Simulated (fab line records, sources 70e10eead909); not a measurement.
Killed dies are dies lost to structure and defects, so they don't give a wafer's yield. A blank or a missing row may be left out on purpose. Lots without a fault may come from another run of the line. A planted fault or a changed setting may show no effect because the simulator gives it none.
Which tool did it? | flow nand_harc | 13 lots, 39 wafers sampled, at 5 steps of a route of 1302

WHAT THE GAUGES READ, wafer by wafer
NHARC_A_BLC_INSPECT_28. Usual: raw_defect_count 513, standard deviation 150.
lot  | measured     | on                | raw_defect_count | flag
L949 | day 23 02:45 | defect_inspect-02 | 767 529 734      |
L952 | day 23 14:22 | defect_inspect-02 | 512 475 563      |
L951 | day 23 21:52 | defect_inspect-01 | 557 803 679      |
L953 | day 25 05:51 | defect_inspect-01 | 465 504 507      |
L954 | day 25 09:02 | defect_inspect-02 | 563 693 483      |
L955 | day 25 12:46 | defect_inspect-01 | 983 1050 718     |
L962 | day 28 22:18 | defect_inspect-01 | 342 305 329      |
L964 | day 30 09:56 | defect_inspect-01 | 537 556 510      |
L969 | day 30 23:09 | defect_inspect-02 | 355 440 453      |
L967 | day 31 05:25 | defect_inspect-01 | 492 429 620      |
L968 | day 31 05:59 | defect_inspect-01 | 443 486 513      |
L970 | day 32 01:11 | defect_inspect-01 | 551 606 544      |
L971 | day 32 19:49 | defect_inspect-01 | 393 531 419      |

NHARC_END_SORT_01. Usual: defect_limited_yield 91 %, standard deviation 3.5; killed_at_array 59, standard deviation 24; killed_at_other 0.7, standard deviation 1.2; killed_at_periphery 3.5, standard deviation 2.6; killed_dies 63, standard deviation 24; killed_open 3.2, standard deviation 2.1; killed_short 2.4, standard deviation 1.5.
lot  | measured     | on        | defect_limited_yield (%) | killed_at_array | killed_at_other | killed_at_periphery | killed_dies | killed_open | killed_short | flag
L952 | day 25 05:32 | prober-02 | 96 94 96                 | 23 36 27        | 0 0 0           | 3 3 3               | 26 39 30    | 1 2 8       | 1 7 2        |
L955 | day 27 08:57 | prober-01 | 91 92 92                 | 56 51 56        | 1 1 0           | 1 2 0               | 58 54 56    | 3 2 1       | 2 2 2        |
L962 | day 30 12:40 | prober-02 | 93 92 94                 | 45 55 41        | 0 0 0           | 1 1 2               | 46 56 43    | 3 4 2       | 2 3 2        |

WHICH TOOL RAN EACH LOT (tool, then ch and the chambers of the sampled wafers, then the start)
lot  | NHARC_A_M0_PVD_21                       | NHARC_A_M1_DEP_00               | NHARC_A_M1_DESCUM_14
L949 | pvd_sputter-02, day 23 06:55 or earlier | pecvd-02 ch 0,1, day 23 06:55   | rie_diel-07 ch 1,3, day 23 07:53
L952 | pvd_sputter-02, day 23 18:24 or earlier | pecvd-04 ch 0,1,2, day 23 18:24 | rie_diel-07 ch 1,2, day 23 19:22
L951 | pvd_sputter-01, day 24 02:01 or earlier | pecvd-04 ch 0,1,2, day 24 02:01 | rie_diel-04 ch 1,3, day 24 03:02
L953 | pvd_sputter-03, day 25 10:13 or earlier | pecvd-04 ch 0,2, day 25 10:13   | rie_diel-04 ch 2,3, day 25 11:14
L954 | pvd_sputter-03, day 25 13:12 or earlier | pecvd-04 ch 1,2, day 25 13:12   | rie_diel-04 ch 0,2,3, day 25 14:12
L955 | pvd_sputter-03, day 25 16:55 or earlier | pecvd-04 ch 0,2, day 25 16:55   | rie_diel-04 ch 0,1,2, day 25 17:54
L962 | pvd_sputter-01, day 29 02:35 or earlier | pecvd-03 ch 0,2, day 29 02:35   | rie_diel-02 ch 0,2,3, day 29 03:29
L964 | pvd_sputter-01, day 30 14:05 or earlier | pecvd-03 ch 0,1,2, day 30 14:05 | rie_diel-07 ch 0,1,3, day 30 15:07
L969 | pvd_sputter-02, day 31 03:27 or earlier | pecvd-04 ch 0,1,2, day 31 03:27 | rie_diel-04 ch 0,1,3, day 31 04:29
L967 | pvd_sputter-01, day 31 09:28 or earlier | pecvd-04 ch 0,1, day 31 09:28   | rie_diel-02 ch 1,2, day 31 10:26
L968 | pvd_sputter-03, day 31 10:13 or earlier | pecvd-02 ch 0,1,2, day 31 10:13 | rie_diel-04 ch 1,2,3, day 31 11:05
L970 | pvd_sputter-03, day 32 09:39 or earlier | pecvd-04 ch 0,2, day 32 09:39   | rie_diel-07 ch 0,2,3, day 32 10:37
L971 | pvd_sputter-03, day 32 23:56 or earlier | pecvd-02 ch 0,1,2, day 32 23:56 | rie_diel-07 ch 1,2,3, day 33 00:49
- NHARC_A_M0_PVD_21: deposits Cu, target thk 30 nm, time 20.49 s.
- NHARC_A_M1_DEP_00: deposits SiOC, target thk 182.5 nm.
- NHARC_A_M1_DESCUM_14: chemistry O2, time 3 s.

WHAT THE TOOLS THEMSELVES READ (means of the sampled wafers that have a number; where no wafer has one, the mark that the record gives instead)
NHARC_A_M0_PVD_21. Usual: throttle_valve_pct 30.1 %, standard deviation 0.95.
lot  | tool           | throttle_valve_pct (%) | flag
L949 | pvd_sputter-02 | 29.5                   |
L952 | pvd_sputter-02 | 29.6                   |
L951 | pvd_sputter-01 | 29.6                   |
L953 | pvd_sputter-03 | 30.7                   |
L954 | pvd_sputter-03 | 30.3                   |
L955 | pvd_sputter-03 | 30.3                   |
L962 | pvd_sputter-01 | 30.5                   |
L964 | pvd_sputter-01 | 30.5                   |
L969 | pvd_sputter-02 | 29.3                   |
L967 | pvd_sputter-01 | 30.6                   |
L968 | pvd_sputter-03 | 30.9                   |
L970 | pvd_sputter-03 | 30.9                   |
L971 | pvd_sputter-03 | 31.9                   |

NHARC_A_M1_DEP_00. Usual: rf_fwd_power_W 598.6 W, standard deviation 1.8; showerhead_vpp_V 1461 V, standard deviation 60.
lot  | tool     | rf_fwd_power_W (W) | showerhead_vpp_V (V) | flag
L949 | pecvd-02 | 598.8              | 1507                 |
L952 | pecvd-04 | 596.8              | 1459                 |
L951 | pecvd-04 | 599.4              | 1451                 |
L953 | pecvd-04 | 597.7              | 1485                 |
L954 | pecvd-04 | 599.6              | 1399                 |
L955 | pecvd-04 | 599.5              | 1433                 |
L962 | pecvd-03 | 694.5              | 1576                 | OFF
L964 | pecvd-03 | 694.4              | 1522                 | OFF
L969 | pecvd-04 | 598.1              | 1448                 |
L967 | pecvd-04 | 596.2              | 1490                 |
L968 | pecvd-02 | 598.1              | 1499                 |
L970 | pecvd-04 | 598.7              | 1414                 |
L971 | pecvd-02 | 600.4              | 1492                 |

NHARC_A_M1_DESCUM_14. Usual: drypump_motor_current_A 5.9 A, standard deviation 0.35; oes_product_au 0.995 a.u., standard deviation 0.0092; rf_vpp_V 57.8 V, standard deviation 0.9; showerhead_plenum_p_Torr 1.92 Torr, standard deviation 0.086; throttle_valve_pct 11.311 %, standard deviation 0.0096.
lot  | tool        | drypump_motor_current_A (A) | oes_product_au (a.u.) | rf_vpp_V (V) | showerhead_plenum_p_Torr (Torr) | throttle_valve_pct (%) | flag
L949 | rie_diel-07 | 6.3                         | 0.996                 | 58.6         | 1.96                            | 11.301                 |
L952 | rie_diel-07 | 6.2                         | 1.006                 | 58.5         | 1.99                            | 11.297                 |
L951 | rie_diel-04 | 6.2                         | 0.997                 | 57.7         | 1.93                            | 11.309                 |
L953 | rie_diel-04 | 6.0                         | 0.992                 | 58.9         | 1.94                            | 11.323                 |
L954 | rie_diel-04 | 5.8                         | 1.001                 | 58.3         | 1.95                            | 11.314                 |
L955 | rie_diel-04 | 6.0                         | 0.995                 | 58.8         | 1.98                            | 11.314                 |
L962 | rie_diel-02 | 5.7                         | 0.998                 | 57.7         | 1.86                            | 11.305                 |
L964 | rie_diel-07 | 5.8                         | 0.995                 | 57.8         | 1.89                            | 11.312                 |
L969 | rie_diel-04 | 6.0                         | 0.990                 | 58.0         | 1.95                            | 11.322                 |
L967 | rie_diel-02 | 5.8                         | 0.994                 | 57.5         | 1.81                            | 11.307                 |
L968 | rie_diel-04 | 6.1                         | 0.992                 | 58.6         | 1.97                            | 11.305                 |
L970 | rie_diel-07 | 5.6                         | 0.990                 | 57.8         | 1.83                            | 11.317                 |
L971 | rie_diel-07 | 6.0                         | 0.982                 | 58.2         | 1.91                            | 11.301                 |

THE ANSWER, worked out from the rows above alone
Rule: a lot is off if the mean of its wafers that have a number lies more than 3 standard deviations from the usual mean. A lot without any number at a reading at which 4 lots or more have one is off too. The other lots that the step has rows for count as sound. The gauges are gone through in route order, then the tools' own readings, and for those a lot's mean is taken as printed above. The first step at which some lot is off is used, and at that step the reading that is off furthest; a lot without a number counts as furthest.
Off: L962, L964, at NHARC_A_M1_DEP_00 (rf_fwd_power_W).
A tool fits if, at that step or a process step before it, it ran every lot that is off, and no sound lot after the first of them. NHARC_A_M0_PVD_21 gives no start for some lots, so the hours and the order of its lots are those of NHARC_A_M1_DEP_00. One fits: pecvd-03 at NHARC_A_M1_DEP_00. It ran no sound lot before its first lot that is off in this sample, so the start can't be narrowed down.
The tool's own readings at NHARC_A_M1_DEP_00 bear it out: on the lots that are off they differ by more than 5 times the standard deviation of the sound lots' means. rf_fwd_power_W reads 694.5 W there against 598.5 W on the sound lots.

WHAT THE SIMULATOR HAD PUT IN
Process parameter drift: pecvd-03, from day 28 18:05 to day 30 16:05, at NHARC_A_M1_DEP_00. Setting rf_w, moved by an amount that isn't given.
Lots struck among those shown: L962, L964. The rule above found the same.
